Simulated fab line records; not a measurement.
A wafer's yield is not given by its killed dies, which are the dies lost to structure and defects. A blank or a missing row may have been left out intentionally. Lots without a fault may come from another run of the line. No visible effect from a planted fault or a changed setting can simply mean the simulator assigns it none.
fab line records / flow n5-finfet
record lots=6 wafers=18 last-day=17
route steps=1938 shown BEOL_M13@1711 BEOL_M14@1716
lots with no fault: from the same line, run without faults
start-h: the number of hours between the record's first day and the start of the first shown wafer of the lot / wait-h: hours from the lot's prior step to this one / " as in the row above / L1.1+2: a row that stands for several wafers / - no value present, or no start provided / * or withheld: withheld / < > ~ a bound
route shown NAME@n: names a module that has steps shown in the file, with the first one's number in the route / usual: mean/standard deviation of fault-free wafers / same: alike in all rows / chamber/n: place in a boat / sites: per-site readings / _std_site: their standard deviation / _edge_site: mean of outer sites minus mean of inner sites / radius-mm: for every site, how far away it sits from the centre of the wafer / mask NAME#n: copy n / behind: the tool/chamber that last shaped the wafer / hold: reason for holding the lot/hours on hold/outcome of the hold / device: which transistor (n, p or np) failed to switch / end of line: the same wafers' tests at the end of the route / a step with no rows: only its recipe / killed: at the first sort, the dies lost to defects and structure; wafer yield is something else / map: per-die view of a wafer (x killed, . not killed, _ where there is no die)
set.NAME: setting as actually run; set.NAME@STEP: the setting as run at that earlier step / model.NAME: the simulator's own value behind a step, which no gauge read
lots at selected steps of the route; one table per step, one row per wafer
services: when a tool's chamber went out of use (start-h, in hours from the record's first day, below 0 if earlier), for how many hours, and the reason
## steps
# step N5_BEOL_M13_THK_MEAS_50
# recipe thk-meas-gauge=xrf reads=Cu_of_BEOL_M13_ECD_47
# usual M13_THK=425/7
lot.wafer=L313.1 tool=film-metro-01 chamber=- start-h=240.58 wait-h=- M13_THK[nm]=429
lot.wafer=L313.4 tool=film-metro-01 chamber=- start-h=240.58 wait-h=- M13_THK[nm]=438
lot.wafer=L313.5 tool=film-metro-01 chamber=- start-h=240.58 wait-h=- M13_THK[nm]=424
lot.wafer=L317.2 tool=film-metro-01 chamber=- start-h=254.24 wait-h=- M13_THK[nm]=432
lot.wafer=L317.4 tool=film-metro-01 chamber=- start-h=254.24 wait-h=- M13_THK[nm]=430
lot.wafer=L317.6 tool=film-metro-01 chamber=- start-h=254.24 wait-h=- M13_THK[nm]=430
lot.wafer=L318.3 tool=film-metro-01 chamber=- start-h=268.27 wait-h=- M13_THK[nm]=421
lot.wafer=L318.5 tool=film-metro-01 chamber=- start-h=268.27 wait-h=- M13_THK[nm]=423
lot.wafer=L318.6 tool=film-metro-01 chamber=- start-h=268.27 wait-h=- M13_THK[nm]=435
lot.wafer=L327.1 tool=film-metro-01 chamber=- start-h=319.53 wait-h=- M13_THK[nm]=420
lot.wafer=L327.4 tool=film-metro-01 chamber=- start-h=319.53 wait-h=- M13_THK[nm]=427
lot.wafer=L327.6 tool=film-metro-01 chamber=- start-h=319.53 wait-h=- M13_THK[nm]=424
lot.wafer=L332.1 tool=film-metro-02 chamber=- start-h=367.22 wait-h=- M13_THK[nm]=433
lot.wafer=L332.3 tool=film-metro-02 chamber=- start-h=367.22 wait-h=- M13_THK[nm]=424
lot.wafer=L332.4 tool=film-metro-02 chamber=- start-h=367.22 wait-h=- M13_THK[nm]=416
lot.wafer=L334.2 tool=film-metro-02 chamber=- start-h=380.41 wait-h=- M13_THK[nm]=430
lot.wafer=L334.5 tool=film-metro-02 chamber=- start-h=380.41 wait-h=- M13_THK[nm]=426
lot.wafer=L334.6 tool=film-metro-02 chamber=- start-h=380.41 wait-h=- M13_THK[nm]=433
# step N5_BEOL_M13_PRE_CLEAN_52
# recipe gas=NH3 time-s=15 temp-c=withheld rf-power-w=300
# step N5_BEOL_M13_DEP_53
# recipe material=SiCN target-thk-a=500 temp-c=withheld precursor=3MS/NH3 pressure-torr=3 rf-w=675 time-s=17.8
# usual showerhead-plenum-p-Torr=4.166/0.026 throttle-valve-pct=17.7/0.78
lot.wafer=L313.1 tool=pecvd-01 chamber=1 start-h=240.64 wait-h=0.0 showerhead-plenum-p-Torr=4.154 throttle-valve-pct=17.9
lot.wafer=L313.4 tool=pecvd-01 chamber=0 start-h=240.64 wait-h=0.0 showerhead-plenum-p-Torr=4.119 throttle-valve-pct=18.4
lot.wafer=L313.5 tool=pecvd-01 chamber=2 start-h=240.64 wait-h=0.0 showerhead-plenum-p-Torr=4.160 throttle-valve-pct=16.0
lot.wafer=L317.2 tool=pecvd-02 chamber=1 start-h=254.30 wait-h=0.0 showerhead-plenum-p-Torr=4.182 throttle-valve-pct=18.5
lot.wafer=L317.4 tool=pecvd-02 chamber=2 start-h=254.30 wait-h=0.0 showerhead-plenum-p-Torr=4.217 throttle-valve-pct=16.9
lot.wafer=L317.6 tool=pecvd-02 chamber=0 start-h=254.30 wait-h=0.0 showerhead-plenum-p-Torr=4.172 throttle-valve-pct=17.7
lot.wafer=L318.3 tool=pecvd-01 chamber=1 start-h=268.33 wait-h=0.0 showerhead-plenum-p-Torr=4.151 throttle-valve-pct=18.2
lot.wafer=L318.5 tool=pecvd-01 chamber=2 start-h=268.33 wait-h=0.0 showerhead-plenum-p-Torr=4.156 throttle-valve-pct=16.4
lot.wafer=L318.6 tool=pecvd-01 chamber=0 start-h=268.33 wait-h=0.0 showerhead-plenum-p-Torr=4.098 throttle-valve-pct=18.1
lot.wafer=L327.1 tool=pecvd-02 chamber=0 start-h=319.59 wait-h=0.0 showerhead-plenum-p-Torr=4.173 throttle-valve-pct=17.5
lot.wafer=L327.4 tool=pecvd-02 chamber=1 start-h=319.59 wait-h=0.0 showerhead-plenum-p-Torr=4.178 throttle-valve-pct=18.9
lot.wafer=L327.6 tool=pecvd-02 chamber=2 start-h=319.59 wait-h=0.0 showerhead-plenum-p-Torr=4.215 throttle-valve-pct=17.1
lot.wafer=L332.1 tool=pecvd-04 chamber=1 start-h=367.28 wait-h=0.0 showerhead-plenum-p-Torr=4.169 throttle-valve-pct=17.6
lot.wafer=L332.3 tool=pecvd-04 chamber=0 start-h=367.28 wait-h=0.0 showerhead-plenum-p-Torr=4.167 throttle-valve-pct=18.4
lot.wafer=L332.4 tool=pecvd-04 chamber=1 start-h=367.28 wait-h=0.0 showerhead-plenum-p-Torr=4.151 throttle-valve-pct=17.8
lot.wafer=L334.2 tool=pecvd-02 chamber=1 start-h=380.47 wait-h=0.0 showerhead-plenum-p-Torr=4.178 throttle-valve-pct=18.8
lot.wafer=L334.5 tool=pecvd-02 chamber=1 start-h=380.47 wait-h=0.0 showerhead-plenum-p-Torr=4.173 throttle-valve-pct=18.9
lot.wafer=L334.6 tool=pecvd-02 chamber=2 start-h=380.47 wait-h=0.0 showerhead-plenum-p-Torr=4.224 throttle-valve-pct=17.3
# step N5_BEOL_M13_RS_MEAS_54
# recipe thk-meas-gauge=four-point-probe reads=Cu_of_BEOL_M13_ECD_47+Ta_of_BEOL_M13_SPUTTER_44+TaN_of_BEOL_M13_SPUTTER_43
# usual M13_RS=0.0449/0.00069
lot.wafer=L313.1 tool=film-metro-02 chamber=- start-h=240.71 wait-h=0.0 M13_RS[ohm/sq]=0.0453
lot.wafer=L313.4 tool=film-metro-02 chamber=- start-h=240.71 wait-h=0.0 M13_RS[ohm/sq]=0.0442
lot.wafer=L313.5 tool=film-metro-02 chamber=- start-h=240.71 wait-h=0.0 M13_RS[ohm/sq]=0.0458
lot.wafer=L317.2 tool=film-metro-01 chamber=- start-h=254.37 wait-h=0.1 M13_RS[ohm/sq]=0.0442
lot.wafer=L317.4 tool=film-metro-01 chamber=- start-h=254.37 wait-h=0.1 M13_RS[ohm/sq]=0.0445
lot.wafer=L317.6 tool=film-metro-01 chamber=- start-h=254.37 wait-h=0.1 M13_RS[ohm/sq]=0.0443
lot.wafer=L318.3 tool=film-metro-02 chamber=- start-h=268.39 wait-h=0.1 M13_RS[ohm/sq]=0.0456
lot.wafer=L318.5 tool=film-metro-02 chamber=- start-h=268.39 wait-h=0.1 M13_RS[ohm/sq]=0.0451
lot.wafer=L318.6 tool=film-metro-02 chamber=- start-h=268.39 wait-h=0.1 M13_RS[ohm/sq]=0.0442
lot.wafer=L327.1 tool=film-metro-01 chamber=- start-h=319.66 wait-h=0.0 M13_RS[ohm/sq]=0.0453
lot.wafer=L327.4 tool=film-metro-01 chamber=- start-h=319.66 wait-h=0.0 M13_RS[ohm/sq]=0.0446
lot.wafer=L327.6 tool=film-metro-01 chamber=- start-h=319.66 wait-h=0.0 M13_RS[ohm/sq]=0.0448
lot.wafer=L332.1 tool=film-metro-01 chamber=- start-h=367.36 wait-h=0.1 M13_RS[ohm/sq]=0.0437
lot.wafer=L332.3 tool=film-metro-01 chamber=- start-h=367.36 wait-h=0.1 M13_RS[ohm/sq]=0.0450
lot.wafer=L332.4 tool=film-metro-01 chamber=- start-h=367.36 wait-h=0.1 M13_RS[ohm/sq]=0.0456
lot.wafer=L334.2 tool=film-metro-02 chamber=- start-h=380.54 wait-h=0.1 M13_RS[ohm/sq]=0.0444
lot.wafer=L334.5 tool=film-metro-02 chamber=- start-h=380.54 wait-h=0.1 M13_RS[ohm/sq]=0.0449
lot.wafer=L334.6 tool=film-metro-02 chamber=- start-h=380.54 wait-h=0.1 M13_RS[ohm/sq]=0.0442
# step N5_BEOL_M13_INSPECT_55
# recipe inspect-instrument=darkfield mode=post-dep
# usual raw-defect-count=61/19
lot.wafer=L313.1 tool=defect-inspect-02 chamber=- start-h=240.74 wait-h=0.0 raw-defect-count=37
lot.wafer=L313.4 tool=defect-inspect-02 chamber=- start-h=240.74 wait-h=0.0 raw-defect-count=61
lot.wafer=L313.5 tool=defect-inspect-02 chamber=- start-h=240.74 wait-h=0.0 raw-defect-count=69
lot.wafer=L317.2 tool=defect-inspect-02 chamber=- start-h=254.39 wait-h=0.0 raw-defect-count=88
lot.wafer=L317.4 tool=defect-inspect-02 chamber=- start-h=254.39 wait-h=0.0 raw-defect-count=82
lot.wafer=L317.6 tool=defect-inspect-02 chamber=- start-h=254.39 wait-h=0.0 raw-defect-count=64
lot.wafer=L318.3 tool=defect-inspect-02 chamber=- start-h=268.42 wait-h=0.0 raw-defect-count=65
lot.wafer=L318.5 tool=defect-inspect-02 chamber=- start-h=268.42 wait-h=0.0 raw-defect-count=129
lot.wafer=L318.6 tool=defect-inspect-02 chamber=- start-h=268.42 wait-h=0.0 raw-defect-count=35
lot.wafer=L327.1 tool=defect-inspect-01 chamber=- start-h=319.68 wait-h=0.0 raw-defect-count=41
lot.wafer=L327.4 tool=defect-inspect-01 chamber=- start-h=319.68 wait-h=0.0 raw-defect-count=68
lot.wafer=L327.6 tool=defect-inspect-01 chamber=- start-h=319.68 wait-h=0.0 raw-defect-count=31
lot.wafer=L332.1 tool=defect-inspect-02 chamber=- start-h=367.39 wait-h=0.0 raw-defect-count=74
lot.wafer=L332.3 tool=defect-inspect-02 chamber=- start-h=367.39 wait-h=0.0 raw-defect-count=56
lot.wafer=L332.4 tool=defect-inspect-02 chamber=- start-h=367.39 wait-h=0.0 raw-defect-count=55
lot.wafer=L334.2 tool=defect-inspect-02 chamber=- start-h=380.56 wait-h=0.0 raw-defect-count=64
lot.wafer=L334.5 tool=defect-inspect-02 chamber=- start-h=380.56 wait-h=0.0 raw-defect-count=73
lot.wafer=L334.6 tool=defect-inspect-02 chamber=- start-h=380.56 wait-h=0.0 raw-defect-count=74
# step N5_BEOL_M14_ILD_DEP_00
# recipe material=SiO2 target-thk-a=11193 temp-c=400 precursor=TEOS/O2 pressure-torr=6.5 rf-w=900 teos-flow-sccm=161.4 gas=O2 flow-sccm=2650 time-s=237.4
# usual heater-power-w=598/99 showerhead-plenum-p-Torr=8.33/0.035 throttle-valve-pct=18.4/0.6
lot.wafer=L313.1 tool=pecvd-02 chamber=0 start-h=240.77 wait-h=0.0 heater-power-w=614 showerhead-plenum-p-Torr=8.37 throttle-valve-pct=17.8
lot.wafer=L313.4 tool=pecvd-02 chamber=1 start-h=240.77 wait-h=0.0 heater-power-w=482 showerhead-plenum-p-Torr=8.36 throttle-valve-pct=19.4
lot.wafer=L313.5 tool=pecvd-02 chamber=1 start-h=240.77 wait-h=0.0 heater-power-w=548 showerhead-plenum-p-Torr=8.37 throttle-valve-pct=19.7
lot.wafer=L317.2 tool=pecvd-01 chamber=1 start-h=254.43 wait-h=0.0 heater-power-w=465 showerhead-plenum-p-Torr=8.30 throttle-valve-pct=18.8
lot.wafer=L317.4 tool=pecvd-01 chamber=0 start-h=254.43 wait-h=0.0 heater-power-w=572 showerhead-plenum-p-Torr=8.26 throttle-valve-pct=18.8
lot.wafer=L317.6 tool=pecvd-01 chamber=2 start-h=254.43 wait-h=0.0 heater-power-w=512 showerhead-plenum-p-Torr=8.34 throttle-valve-pct=16.6
lot.wafer=L318.3 tool=pecvd-03 chamber=1 start-h=268.46 wait-h=0.0 heater-power-w=589 showerhead-plenum-p-Torr=8.34 throttle-valve-pct=18.4
lot.wafer=L318.5 tool=pecvd-03 chamber=2 start-h=268.46 wait-h=0.0 heater-power-w=593 showerhead-plenum-p-Torr=8.37 throttle-valve-pct=18.3
lot.wafer=L318.6 tool=pecvd-03 chamber=0 start-h=268.46 wait-h=0.0 heater-power-w=590 showerhead-plenum-p-Torr=8.33 throttle-valve-pct=18.5
lot.wafer=L327.1 tool=pecvd-03 chamber=0 start-h=319.72 wait-h=0.0 heater-power-w=696 showerhead-plenum-p-Torr=8.31 throttle-valve-pct=18.6
lot.wafer=L327.4 tool=pecvd-03 chamber=2 start-h=319.72 wait-h=0.0 heater-power-w=730 showerhead-plenum-p-Torr=8.35 throttle-valve-pct=18.6
lot.wafer=L327.6 tool=pecvd-03 chamber=1 start-h=319.72 wait-h=0.0 heater-power-w=606 showerhead-plenum-p-Torr=8.33 throttle-valve-pct=18.5
lot.wafer=L332.1 tool=pecvd-01 chamber=0 start-h=367.43 wait-h=0.0 heater-power-w=523 showerhead-plenum-p-Torr=8.26 throttle-valve-pct=18.8
lot.wafer=L332.3 tool=pecvd-01 chamber=2 start-h=367.43 wait-h=0.0 heater-power-w=401 showerhead-plenum-p-Torr=8.33 throttle-valve-pct=17.0
lot.wafer=L332.4 tool=pecvd-01 chamber=0 start-h=367.43 wait-h=0.0 heater-power-w=555 showerhead-plenum-p-Torr=8.28 throttle-valve-pct=19.0
lot.wafer=L334.2 tool=pecvd-03 chamber=1 start-h=380.60 wait-h=0.0 heater-power-w=562 showerhead-plenum-p-Torr=8.35 throttle-valve-pct=18.3
lot.wafer=L334.5 tool=pecvd-03 chamber=2 start-h=380.60 wait-h=0.0 heater-power-w=596 showerhead-plenum-p-Torr=8.36 throttle-valve-pct=18.8
lot.wafer=L334.6 tool=pecvd-03 chamber=0 start-h=380.60 wait-h=0.0 heater-power-w=586 showerhead-plenum-p-Torr=8.29 throttle-valve-pct=18.3
# step N5_BEOL_M14_THK_MEAS_01
# recipe reads=SiO2_of_BEOL_M14_ILD_DEP_00
# usual M14_ILD_THK=1128/14
lot.wafer=L313.1 tool=film-metro-02 chamber=- start-h=241.04 wait-h=0.2 M14_ILD_THK[nm]=1125
lot.wafer=L313.4 tool=film-metro-02 chamber=- start-h=241.04 wait-h=0.2 M14_ILD_THK[nm]=1143
lot.wafer=L313.5 tool=film-metro-02 chamber=- start-h=241.04 wait-h=0.2 M14_ILD_THK[nm]=1115
lot.wafer=L317.2 tool=film-metro-02 chamber=- start-h=254.62 wait-h=0.1 M14_ILD_THK[nm]=1129
lot.wafer=L317.4 tool=film-metro-02 chamber=- start-h=254.62 wait-h=0.1 M14_ILD_THK[nm]=1169
lot.wafer=L317.6 tool=film-metro-02 chamber=- start-h=254.62 wait-h=0.1 M14_ILD_THK[nm]=1138
lot.wafer=L318.3 tool=film-metro-02 chamber=- start-h=268.65 wait-h=0.1 M14_ILD_THK[nm]=1092
lot.wafer=L318.5 tool=film-metro-02 chamber=- start-h=268.65 wait-h=0.1 M14_ILD_THK[nm]=1122
lot.wafer=L318.6 tool=film-metro-02 chamber=- start-h=268.65 wait-h=0.1 M14_ILD_THK[nm]=1135
lot.wafer=L327.1 tool=film-metro-01 chamber=- start-h=319.91 wait-h=0.1 M14_ILD_THK[nm]=1121
lot.wafer=L327.4 tool=film-metro-01 chamber=- start-h=319.91 wait-h=0.1 M14_ILD_THK[nm]=1112
lot.wafer=L327.6 tool=film-metro-01 chamber=- start-h=319.91 wait-h=0.1 M14_ILD_THK[nm]=1124
lot.wafer=L332.1 tool=film-metro-01 chamber=- start-h=367.70 wait-h=0.2 M14_ILD_THK[nm]=1111
lot.wafer=L332.3 tool=film-metro-01 chamber=- start-h=367.70 wait-h=0.2 M14_ILD_THK[nm]=1124
lot.wafer=L332.4 tool=film-metro-01 chamber=- start-h=367.70 wait-h=0.2 M14_ILD_THK[nm]=1125
lot.wafer=L334.2 tool=film-metro-02 chamber=- start-h=380.79 wait-h=0.1 M14_ILD_THK[nm]=1122
lot.wafer=L334.5 tool=film-metro-02 chamber=- start-h=380.79 wait-h=0.1 M14_ILD_THK[nm]=1131
lot.wafer=L334.6 tool=film-metro-02 chamber=- start-h=380.79 wait-h=0.1 M14_ILD_THK[nm]=1138
# step N5_BEOL_M14_COAT_58
# recipe resist=BARC temp-c=205 time-s=60 spin-rpm=1500 resist-thk-nm=89
# step N5_BEOL_M14_COAT_04
# recipe spin-rpm=1704 resist-thk-nm=800
# step N5_BEOL_M14_EBR_06
# recipe solvent=PGMEA ebr-width-mm=1.5
# step N5_BEOL_M14_SOFTBAKE_05
# recipe temp-c=130 time-s=60
# step N5_BEOL_M14_EXPOSE_07
# recipe mask-id=V13 na=0.8 source-shape=annular sigma-inner=0.5 sigma-outer=0.8 polarization=unpolarized attpsm-phase-deg=180 dose-mj=57
# step N5_BEOL_M14_PEB_08
# recipe peb-temp-c=130 peb-time-s=90
# usual chill-plate-temp-C=23.01/0.12 exhaust-pa=44.9/0.85 resist-line-temp-C=23.02/0.11
lot.wafer=L313.1 tool=litho-track-03 chamber=0 start-h=241.36 wait-h=0.1 chill-plate-temp-C=23.05 exhaust-pa=44.6 resist-line-temp-C=23.05
lot.wafer=L313.4 tool=litho-track-03 chamber=0 start-h=241.36 wait-h=0.1 chill-plate-temp-C=22.96 exhaust-pa=44.4 resist-line-temp-C=23.00
lot.wafer=L313.5 tool=litho-track-03 chamber=0 start-h=241.36 wait-h=0.1 chill-plate-temp-C=23.08 exhaust-pa=44.6 resist-line-temp-C=23.04
lot.wafer=L317.2 tool=litho-track-05 chamber=- start-h=254.94 wait-h=0.0 chill-plate-temp-C=- exhaust-pa=- resist-line-temp-C=-
lot.wafer=L317.4 tool=litho-track-05 chamber=- start-h=254.94 wait-h=0.0 chill-plate-temp-C=- exhaust-pa=- resist-line-temp-C=-
lot.wafer=L317.6 tool=litho-track-05 chamber=- start-h=254.94 wait-h=0.0 chill-plate-temp-C=- exhaust-pa=- resist-line-temp-C=-
lot.wafer=L318.3 tool=litho-track-02 chamber=- start-h=268.84 wait-h=0.0 chill-plate-temp-C=- exhaust-pa=- resist-line-temp-C=-
lot.wafer=L318.5 tool=litho-track-02 chamber=- start-h=268.84 wait-h=0.0 chill-plate-temp-C=- exhaust-pa=- resist-line-temp-C=-
lot.wafer=L318.6 tool=litho-track-02 chamber=- start-h=268.84 wait-h=0.0 chill-plate-temp-C=- exhaust-pa=- resist-line-temp-C=-
lot.wafer=L327.1 tool=litho-track-03 chamber=0 start-h=320.22 wait-h=0.1 chill-plate-temp-C=22.87 exhaust-pa=45.9 resist-line-temp-C=22.93
lot.wafer=L327.4 tool=litho-track-03 chamber=0 start-h=320.22 wait-h=0.1 chill-plate-temp-C=23.02 exhaust-pa=44.2 resist-line-temp-C=22.98
lot.wafer=L327.6 tool=litho-track-03 chamber=0 start-h=320.22 wait-h=0.1 chill-plate-temp-C=23.11 exhaust-pa=46.4 resist-line-temp-C=22.99
lot.wafer=L332.1 tool=litho-track-02 chamber=0 start-h=367.89 wait-h=0.1 chill-plate-temp-C=22.96 exhaust-pa=45.5 resist-line-temp-C=22.86
lot.wafer=L332.3 tool=litho-track-02 chamber=0 start-h=367.89 wait-h=0.1 chill-plate-temp-C=23.03 exhaust-pa=43.6 resist-line-temp-C=23.02
lot.wafer=L332.4 tool=litho-track-02 chamber=0 start-h=367.89 wait-h=0.1 chill-plate-temp-C=23.00 exhaust-pa=44.4 resist-line-temp-C=23.10
lot.wafer=L334.2 tool=litho-track-05 chamber=0 start-h=380.98 wait-h=0.0 chill-plate-temp-C=23.01 exhaust-pa=44.0 resist-line-temp-C=23.23
lot.wafer=L334.5 tool=litho-track-05 chamber=0 start-h=380.98 wait-h=0.0 chill-plate-temp-C=23.04 exhaust-pa=45.0 resist-line-temp-C=23.11
lot.wafer=L334.6 tool=litho-track-05 chamber=0 start-h=380.98 wait-h=0.0 chill-plate-temp-C=23.02 exhaust-pa=45.2 resist-line-temp-C=23.06
# step N5_BEOL_M14_DEVELOP_09
# recipe develop-time-s=45 rinse-liquid=diw dry=air-spin dev-temp-c=21
## services
tool=pecvd-02 chamber=- start-h=217.20 hours=2.8 kind=pm
tool=pecvd-03 chamber=- start-h=230.62 hours=5.5 kind=pm
tool=pecvd-02 chamber=1 start-h=235.00 hours=3.7 kind=repair
tool=pecvd-04 chamber=1 start-h=265.09 hours=6.4 kind=repair
tool=pecvd-04 chamber=0 start-h=266.24 hours=2.1 kind=scheduled-down
tool=pecvd-02 chamber=2 start-h=267.67 hours=5.0 kind=scheduled-down
tool=pecvd-01 chamber=1 start-h=298.30 hours=2.1 kind=scheduled-down
tool=pecvd-04 chamber=0 start-h=302.31 hours=12.1 kind=repair
tool=pecvd-01 chamber=2 start-h=347.36 hours=12.4 kind=repair
tool=pecvd-01 chamber=1 start-h=367.15 hours=5.0 kind=scheduled-down
## key
first-sign step=N5_BEOL_M14_PEB_08 reading=tool-record direction=missing
effect none on later readings
met-at N5_BEOL_M14_PEB_08
struck-wafers L317.2,L317.4,L317.6,L318.3,L318.5,L318.6
later-rows-left-out L317.2,L317.4,L317.6,L318.3,L318.5,L318.6
sort-left-out L317.2,L317.4,L317.6,L318.3,L318.5,L318.6
fault kind=skipped-step-whole tool=litho-track-02,litho-track-05 chamber=- onset-h=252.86 steps=N5_BEOL_M14_PEB_08 scope=struck-lots-only
# sort-left-out: the simulated sort isn't trusted on such a fault, so these wafers' sort isn't shown, and their yield isn't known
# later-rows-left-out: the simulator's readings of these wafers behind a module that went badly wrong aren't trusted and aren't shown, but for the sort
